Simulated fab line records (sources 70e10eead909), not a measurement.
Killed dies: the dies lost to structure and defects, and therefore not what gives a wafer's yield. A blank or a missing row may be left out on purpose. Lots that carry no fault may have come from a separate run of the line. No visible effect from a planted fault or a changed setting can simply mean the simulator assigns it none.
Which tool did it? | flow nand-harc | 11 lots, 33 wafers sampled, at 2 steps of a route of 1302

== WHAT THE GAUGES SHOWED, per wafer ==
NHARC_A_CHANNEL_HOLE_D2_CD_MEAS_10 targets a cd of 100 nm.
lot  | measured     | on        | cd-nm (nm)
L308 | day 13 13:34 | cd-sem-02 | 99.8 99.6 99.4
L309 | day 13 13:47 | cd-sem-01 | 99.4 100.2 100.1
L310 | day 14 10:56 | cd-sem-01 | 99.9 100.9 100.1
L315 | day 17 06:43 | cd-sem-03 | 96.6 96.6 96.5
L318 | day 17 20:06 | cd-sem-03 | 100.7 100.1 100.3
L317 | day 17 21:52 | cd-sem-02 | 96.5 96.5 96.2
L323 | day 19 17:29 | cd-sem-01 | 99.4 100.2 99.7
L325 | day 20 05:34 | cd-sem-02 | 99.6 98.9 98.8
L328 | day 22 02:08 | cd-sem-01 | 100.1 100.4 100.8
L330 | day 22 15:02 | cd-sem-03 | 100.2 99.6 100.2
L329 | day 22 16:25 | cd-sem-01 | 100.2 100.5 100.7

== WHICH TOOL RAN EACH LOT (tool, then ch and the chambers of the sampled wafers, then the start) ==
lot  | NHARC_A_CHANNEL_HOLE_D2_PEB_08
L308 | litho-track-01 ch 0, day 13 13:29
L309 | litho-track-06 ch 0, day 13 13:42
L310 | litho-track-06 ch 0, day 14 10:52
L315 | litho-track-06 ch 0, day 17 06:38
L318 | litho-track-04 ch 0, day 17 20:01
L317 | litho-track-06 ch 0, day 17 21:47
L323 | litho-track-01 ch 0, day 19 17:25
L325 | litho-track-04 ch 0, day 20 05:29
L328 | litho-track-06 ch 0, day 22 02:03
L330 | litho-track-06 ch 0, day 22 14:57
L329 | litho-track-06 ch 0, day 22 16:20
- NHARC_A_CHANNEL_HOLE_D2_PEB_08: peb time 65 s.

== THE ANSWER, worked out from the rows above alone ==
Rule: usual is defined by the lots themselves. The widest of any qualifying gaps counts: lots, ordered by their means at a reading, are off when they make up no more than a third of the lots, leave a main group of 4 or more, and stand apart from it by 3 or more times the standard deviation of that group's means. If all means in a main group match to the digits the tables above print for the reading, that group is not used. A lot without any number at a reading at which 4 lots or more have one is off too. The other lots that the step has rows for count as sound.
Off: L315, L317 (NHARC_A_CHANNEL_HOLE_D2_CD_MEAS_10, cd-nm). Main group: mean 100.0 nm, sd 0.43.
A tool fits if, at a process step before that reading, it ran every lot that is off, and no sound lot after the first of them. Gauges at NHARC_A_CHANNEL_HOLE_D2_CD_MEAS_10: tried the same way as those tools. None of those tried fits.

== WHAT WAS PUT IN BY THE SIMULATOR ==
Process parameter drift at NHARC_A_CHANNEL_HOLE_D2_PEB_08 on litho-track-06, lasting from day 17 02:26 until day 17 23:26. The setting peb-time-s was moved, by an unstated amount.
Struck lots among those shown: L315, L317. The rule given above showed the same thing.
